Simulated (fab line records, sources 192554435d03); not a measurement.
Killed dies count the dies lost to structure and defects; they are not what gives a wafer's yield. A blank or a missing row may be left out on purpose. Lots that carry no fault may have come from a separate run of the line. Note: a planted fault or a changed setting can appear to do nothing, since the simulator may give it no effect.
Split-lot experiment	flow n5-finfet	route with 1938 steps; 7 lots, 21 wafers read

THE SPLIT ITSELF
At N5_BEOL_M9_ETCH_66 (etches SOC in N2/H2, target depth 80 nm, overetch 16 nm, time 120 s), the setting time-s was moved away from the recipe's 120 s on 9 of the 21 wafers read, by -17.3% to +21.8%. All remaining wafers had this setting at the recipe value.

The split's own step is where the reading is taken.

THE READING
SiARC_of_BEOL_M9_COAT_64.thk-nm (the simulator's own value, which no gauge read), in nm, at N5_BEOL_M9_ETCH_66 (etches SOC in N2/H2, target depth 80 nm, overetch 16 nm, time 120 s). No usual value for it is given in the file. Here, 12 wafers ran the recipe; their average is 6.5 nm with a standard deviation of 0.17 nm.

wafer	tool, chamber at the split	time-s as run, s	against the recipe	SiARC_of_BEOL_M9_COAT_64.thk-nm, nm	against lot-mates on the recipe
L074.2	rie-diel-06, 1	120	recipe	6.4	-
L074.4	rie-diel-06, 1	109.1	-9.1%	6.8	+0.4
L074.6	rie-diel-06, 1	109.1	-9.1%	6.8	+0.4
L080.2	rie-diel-05, 2	120	recipe	6.2	-
L080.5	rie-diel-05, 0	99.18	-17.3%	7.4	+1.1
L080.6	rie-diel-05, 1	120	recipe	6.4	-
L081.1	rie-diel-06, 2	120	recipe	6.8	-
L081.3	rie-diel-06, 0	120	recipe	6.6	-
L081.5	rie-diel-06, 0	146.2	+21.8%	5.4	-1.3
L084.2	rie-diel-06, 2	136.5	+13.7%	6	-0.4
L084.3	rie-diel-06, 0	136.5	+13.7%	5.8	-0.6
L084.4	rie-diel-06, 3	120	recipe	6.4	-
L085.1	rie-diel-01, 0	105.5	-12.1%	7.2	+0.6
L085.2	rie-diel-01, 2,3	120	recipe	6.6	-
L085.3	rie-diel-01, 2,3	120	recipe	6.6	-
L089.1	rie-diel-06, 0	138.4	+15.3%	5.8	-0.8
L089.4	rie-diel-06, 0	120	recipe	6.6	-
L089.6	rie-diel-06, 2	138.4	+15.3%	6	-0.6
L094.1	rie-diel-06, 2	120	recipe	6.8	-
L094.2	rie-diel-06, 1	120	recipe	6.4	-
L094.6	rie-diel-06, 0	120	recipe	6.6	-
If several chambers appear in one row, that row covers several wafers at once and the file leaves open which wafer was in which chamber.

FIT RESULTS
A straight line over all 21 wafers: SiARC_of_BEOL_M9_COAT_64.thk-nm changes by -0.0461 nm for each +1% of time-s; r = -0.95; the points scatter about the line by 0.16 nm.
The same after taking each lot's own level away (the mean of its wafers on the recipe; 21 wafers): -0.0505 nm for each +1%; r = -0.97; scatter 0.13 nm.
According to that fit, moving time-s by its largest amount changes the reading by 1.1 nm.
The span of the lots' own levels, 6.30 to 6.70 nm, comes to 2.4 times the standard deviation stated above.
The two slopes are in agreement: the lot-to-lot level therefore moves the slope only a little.
Check: -1 nm against its lot-mates is what the line predicts for one of the wafers moved furthest among these (+21.8%) when that wafer is left out of the fit. Against them it came out at -1.3 nm.

ADDITIONAL SPLITS CARRIED BY THESE WAFERS
These wafers also went through other splits before the reading. Each is held against what the fit with the lots' levels taken away leaves over:
other split on the same wafers	wafers away from the commonest value	r with SiARC_of_BEOL_M9_COAT_64.thk-nm (lot level and that fit taken away)
N5_BEOL_M6_COAT_05 spin-rpm	10	+0.03
N5_BEOL_M6_DESCUM_33 time-s	7	-0.18
N5_BEOL_M7_DESCUM_33 time-s	9	+0.05
N5_BEOL_M7_TRENCH_ETCH_37 time-s	8	+0.20
N5_BEOL_M8_COAT_22 spin-rpm	5	+0.04

THE FILE'S OWN FIT
SiARC_of_BEOL_M9_COAT_64.thk-nm changes by -0.0531 nm for each +1% of time-s, r = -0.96.
